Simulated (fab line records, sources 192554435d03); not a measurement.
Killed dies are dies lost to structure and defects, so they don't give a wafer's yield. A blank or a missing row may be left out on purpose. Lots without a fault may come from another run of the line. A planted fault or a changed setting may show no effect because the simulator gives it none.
fab line records | flow n5_finfet
record lots=11 wafers=31 last_day=17
route steps=1938 shown BEOL_M1@838 BEOL_M2@844 BEOL_M4@1111
lots that met no fault: from a run of the same line without faults
start_h: hours from the record's first day to the start of the lot's first wafer shown | wait_h: hours since the lot's step before | " the same as in the row above | L1.1+2: a row that stands for several wafers | - no value, or no start given | * or withheld: withheld | < > ~ a bound
route shown NAME@n: a module of which the file shows steps, and the number in the route of the first | usual: mean/standard deviation of fault-free wafers | same: alike in all rows | chamber/n: place in a boat | sites: the reading at each site | _std_site: their standard deviation | _edge_site: outer sites' mean less inner sites' | radius_mm: how far each site lies from the wafer's centre | mask NAME#n: copy n | behind: the tool/chamber that last shaped the wafer | hold: why the lot was held/for how many hours/how that ended | device: the transistor (n, p or np) that didn't switch | end of line: the same wafers' tests at the end of the route | a step without rows: its recipe alone | killed: dies lost to structure and defects at the first sort, not the wafer's yield | map: a wafer's dies, x killed, . not, _ none there
set.NAME: the setting as run; set.NAME@STEP: as run at that earlier step | model.NAME: the simulator's own value behind a step, which no gauge read
steps of the route over a sample of lots; a table a step, a row a wafer
services: from which hour (start_h, from the record's first day; less than 0 if before it) a tool's chamber was out of use, for how many hours, and why
## steps
# step N5_BEOL_M1_DEP_57
# recipe material=SiCN target_thk_a=80 temp_c=withheld precursor=3MS/NH3 pressure_torr=3 rf_w=202 time_s=14
# usual showerhead_plenum_p_Torr=3.662/0.015 throttle_valve_pct=9.2/0.54
# columns lot.wafer tool chamber start_h wait_h showerhead_plenum_p_Torr throttle_valve_pct
L591.3 pecvd-03 1 138.80 0.0 3.647 9.2
L591.5 " 2 " " 3.685 8.5
L591.6 " 1 " " 3.649 9.2
L592.2 pecvd-04 0 151.74 0.0 3.647 9.6
L592.3 " 1 " " 3.682 9.6
L592.4 " 0 " " 3.654 9.8
L595.3 pecvd-03 0 169.60 0.0 3.643 10.1
L595.4 " 2 " " 3.681 8.7
L595.6 " 1 " " 3.657 9.1
L597.1 pecvd-01 0 177.72 0.0 3.670 8.5
L597.2 " 1 " " 3.675 9.0
L597.3 " 2 " " 3.651 9.0
L601.1 pecvd-01 0 210.14 0.0 3.672 8.5
L601.2 " 2 " " 3.667 8.8
L601.6 " 2 " " 3.663 8.9
L602.1 pecvd-03 1 221.93 0.0 3.644 9.4
L602.2 " 0 " " 3.645 9.8
L602.4 " 2 " " 3.685 8.5
L607.2 pecvd-01 2 247.14 0.0 3.656 8.8
L607.6 " 1 " " 3.674 9.0
L608.2 pecvd-03 1 248.98 0.0 3.654 9.0
L608.3 " 0 " " 3.645 9.9
L610.1 pecvd-04 1 253.84 0.0 3.676 9.6
L610.2 " 2 " " 3.650 8.6
L610.5 " 2 " " 3.661 8.7
L611.2 pecvd-03 0 264.37 0.0 3.651 10.0
L611.4 " 2 " " 3.676 8.9
L611.6 " 2 " " 3.679 8.8
L612.3 pecvd-03 0 270.38 0.0 3.644 10.2
L612.5 " 0 " " 3.652 9.8
L612.6 " 1 " " 3.653 9.1
# step N5_BEOL_M1_INSPECT_59
# recipe inspect_instrument=darkfield mode=post_dep
# usual raw_defect_count=74/24
# columns lot.wafer tool chamber start_h wait_h raw_defect_count
L591.3 defect_inspect-02 - 138.89 0.0 52
L591.5 " - " " 86
L591.6 " - " " 72
L592.2 defect_inspect-02 - 151.83 0.0 57
L592.3 " - " " 54
L592.4 " - " " 40
L595.3 defect_inspect-02 - 169.69 0.0 91
L595.4 " - " " 47
L595.6 " - " " 28
L597.1 defect_inspect-01 - 177.81 0.0 94
L597.2 " - " " 86
L597.3 " - " " 85
L601.1 defect_inspect-01 - 210.25 0.0 82
L601.2 " - " " 93
L601.6 " - " " 182
L602.1 defect_inspect-01 - 222.02 0.0 44
L602.2 " - " " 64
L602.4 " - " " 101
L607.2 defect_inspect-02 - 247.23 0.0 66
L607.6 " - " " 98
L608.2 defect_inspect-01 - 249.07 0.0 57
L608.3 " - " " 108
L610.1 defect_inspect-01 - 253.94 0.0 142
L610.2 " - " " 69
L610.5 " - " " 92
L611.2 defect_inspect-01 - 264.48 0.0 63
L611.4 " - " " 85
L611.6 " - " " 70
L612.3 defect_inspect-01 - 270.48 0.0 57
L612.5 " - " " 49
L612.6 " - " " 50
# step N5_BEOL_M2_HM_DEP_02
# recipe material=TiN target_thk_a=200 temp_c=25 chamber_pressure_pa=0.49996
# usual throttle_valve_pct=29.7/0.99
# columns lot.wafer tool chamber start_h wait_h throttle_valve_pct
L591.3 pvd_sputter-02 - 139.09 0.0 27.9
L591.5 " - " " 29.6
L591.6 " - " " 31.0
L592.2 pvd_sputter-03 - 152.43 0.4 29.9
L592.3 " - " " 28.8
L592.4 " - " " 29.6
L595.3 pvd_sputter-03 - 170.37 0.5 28.8
L595.4 " - " " 30.3
L595.6 " - " " 28.8
L597.1 pvd_sputter-01 - 178.36 0.4 29.2
L597.2 " - " " 31.0
L597.3 " - " " 29.8
L601.1 pvd_sputter-02 - 210.62 0.2 27.8
L601.2 " - " " 29.4
L601.6 " - " " 29.6
L602.1 pvd_sputter-02 - 222.38 0.2 27.5
L602.2 " - " " 30.8
L602.4 " - " " 29.6
L607.2 pvd_sputter-02 - 248.31 0.9 29.5
L607.6 " - " " 27.9
L608.2 pvd_sputter-03 - 251.42 2.2 30.3
L608.3 " - " " 29.7
L610.1 pvd_sputter-01 - 254.83 0.7 31.7
L610.2 " - " " 30.0
L610.5 " - " " 31.8
L611.2 pvd_sputter-01 - 265.03 0.4 31.0
L611.4 " - " " 29.4
L611.6 " - " " 29.0
L612.3 pvd_sputter-03 - 273.33 2.7 30.1
L612.5 " - " " 28.6
L612.6 " - " " 29.6
# step N5_BEOL_M2_COAT_05
# recipe resist=CAR-EUV spin_rpm=1500 resist_thk_nm=30
# usual dispense_pressure_kPa=52.4/1.6 spin_speed_rpm=1500.1/0.98
# columns lot.wafer tool chamber start_h wait_h dispense_pressure_kPa spin_speed_rpm
L591.3 litho_track-05 0 139.22 - 55.7 1500.3
L591.5 " 0 " " 55.6 1499.7
L591.6 " 0 " " 55.7 1500.9
L592.2 litho_track-03 0 152.56 - 52.6 1499.3
L592.3 " 0 " " 52.6 1499.8
L592.4 " 0 " " 52.6 1498.3
L595.3 litho_track-03 0 170.50 - 52.6 1547.7
L595.4 " 0 " " 52.6 1548.5
L595.6 " 0 " " 52.6 1547.1
L597.1 litho_track-03 0 178.49 - 52.6 1546.1
L597.2 " 0 " " 52.6 1549.2
L597.3 " 0 " " 52.6 1548.1
L601.1 litho_track-01 0 210.76 - 51.0 1500.9
L601.2 " 0 " " 50.9 1500.3
L601.6 " 0 " " 51.0 1499.8
L602.1 litho_track-01 0 222.51 - 51.0 1500.0
L602.2 " 0 " " 51.0 1498.6
L602.4 " 0 " " 51.0 1500.0
L607.2 litho_track-03 0 248.46 - 52.6 1497.7
L607.6 " 0 " " 52.6 1499.3
L608.2 litho_track-03 0 251.56 - 52.7 1499.8
L608.3 " 0 " " 52.6 1499.7
L610.1 litho_track-05 0 254.96 - 55.7 1502.0
L610.2 " 0 " " 55.6 1500.1
L610.5 " 0 " " 55.7 1501.5
L611.2 litho_track-03 0 265.16 - 52.7 1499.7
L611.4 " 0 " " 52.6 1499.0
L611.6 " 0 " " 52.6 1500.1
L612.3 litho_track-03 0 273.46 - 52.6 1500.3
L612.5 " 0 " " 52.7 1500.2
L612.6 " 0 " " 52.6 1499.9
# step N5_BEOL_M4_RC_MEAS_101
# usual DIBL_N=36.1/2 DIBL_P=36.3/2.4 IOFF_N=0.15/0.035 IOFF_P=0.21/0.039 ION_N=672/15 ION_P=463/9.7 SS_N=71.5/0.7 SS_P=73.2/0.75 VT_N=251/3.6 VT_P=-250/3.8
# columns lot.wafer tool chamber start_h wait_h DIBL_N[mV/V] DIBL_P[mV/V] IOFF_N[nA/um] IOFF_P[nA/um] ION_N[uA/um] ION_P[uA/um] SS_N[mV/dec] SS_P[mV/dec] VT_N[mV] VT_P[mV]
L591.3 prober-01 0 176.51 0.3 32.3 33.3 0.11 0.18 672 481 71.6 72.3 254 -248
L591.5 " 0 " " 37.0 38.7 0.19 0.27 694 481 71.2 73.3 247 -245
L591.6 " 0 " " 35.8 37.5 0.16 0.25 688 484 71.5 73.6 249 -247
L592.2 prober-02 0 192.02 0.2 35.3 37.2 0.12 0.16 675 453 71.4 73.3 253 -258
L592.3 " 0 " " 31.4 32.2 0.08 0.11 637 439 69.7 71.6 260 -262
L592.4 " 0 " " 32.5 32.9 0.08 0.11 631 434 70.5 72.3 261 -262
L595.3 prober-02 0 206.71 0.3 39.7 39.7 0.20 0.22 671 456 72.8 74.2 247 -252
L595.4 " 0 " " 37.9 38.4 0.16 0.20 676 462 72.7 73.3 250 -257
L595.6 " 0 " " 37.7 38.9 0.17 0.20 669 453 72.5 73.7 249 -253
L597.1 prober-02 0 214.54 0.2 34.1 33.7 0.12 0.15 684 466 70.5 72.0 253 -255
L597.2 " 0 " " 35.3 35.3 0.12 0.18 657 461 71.7 73.2 255 -255
L597.3 " 0 " " 35.2 34.5 0.12 0.16 653 458 71.4 73.0 254 -257
L601.1 prober-01 0 246.02 0.0 36.2 35.9 0.16 0.22 670 471 71.7 73.3 251 -246
L601.2 " 0 " " 38.2 37.9 0.21 0.26 703 478 71.6 73.4 245 -245
L601.6 " 0 " " 35.7 34.8 0.16 0.21 683 461 71.2 72.6 249 -251
L602.1 prober-01 0 252.42 0.0 36.8 38.0 0.18 0.25 691 474 71.4 74.8 247 -247
L602.2 " 0 " " 37.1 37.9 0.18 0.26 684 473 71.4 73.8 249 -247
L602.4 " 0 " " 34.5 34.3 0.13 0.20 663 459 70.8 73.7 249 -251
L607.2 prober-02 0 284.55 0.2 40.0 41.2 0.21 0.27 683 461 72.2 74.7 249 -249
L607.6 " 0 " " 42.3 42.9 0.26 0.31 692 468 73.1 75.0 243 -245
L608.2 prober-01 0 284.75 0.2 36.2 37.2 0.15 0.19 660 455 71.9 73.4 251 -253
L608.3 " 0 " " 37.4 38.7 0.18 0.21 691 469 71.7 73.3 248 -250
L610.1 prober-01 0 306.77 0.0 37.0 37.2 0.18 0.24 672 458 72.1 73.5 248 -250
L610.2 " 0 " " 32.3 31.4 0.10 0.15 652 457 70.9 71.8 258 -254
L610.5 " 0 " " 34.5 34.8 0.14 0.21 665 458 71.1 72.5 252 -249
L612.3 prober-02 0 306.90 0.3 37.6 36.7 0.17 0.24 673 467 71.1 74.5 249 -247
L612.5 " 0 " " 35.1 33.4 0.13 0.19 661 461 70.7 72.1 252 -249
L612.6 " 0 " " 38.3 38.3 0.19 0.27 701 481 71.2 73.5 247 -243
L611.2 prober-01 0 311.10 0.2 36.3 35.1 0.13 0.21 647 451 71.1 72.2 254 -247
L611.4 " 0 " " 39.6 39.1 0.19 0.27 680 464 72.3 73.1 246 -248
L611.6 " 0 " " 36.0 34.1 0.12 0.19 656 458 71.3 72.6 256 -253
## services
# columns tool chamber start_h hours kind
pvd_sputter-01 - 116.88 4.3 repair
pecvd-01 0 130.57 2.1 scheduled_down
pecvd-01 - 139.80 3.4 repair
pecvd-04 0 145.73 5.5 scheduled_down
litho_track-05 - 154.40 - consumable_replace:filter
pecvd-04 0 180.42 6.5 repair
pecvd-01 - 203.80 6.0 pm
pecvd-04 - 204.84 5.5 pm
pecvd-03 - 224.03 1.4 repair
pecvd-03 1 263.80 5.5 scheduled_down
## key
first_sign step=N5_BEOL_M2_COAT_05 reading=spin_speed_rpm direction=up sigmas=49 usual=* struck=*
effect none on later readings
met_at N5_BEOL_M2_COAT_05
struck_lots L595,L597
not_acting_at N5_BEOL_M1_DEP_57,N5_BEOL_M1_INSPECT_59,N5_BEOL_M2_HM_DEP_02
onset_between 152.56 170.50
fault kind=process_parameter_drift tool=litho_track-03 chamber=- onset_h=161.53 steps=N5_BEOL_M2_COAT_05 channel=spin_rpm offset=* shape=step end_h=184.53 acts_in=* stated=*
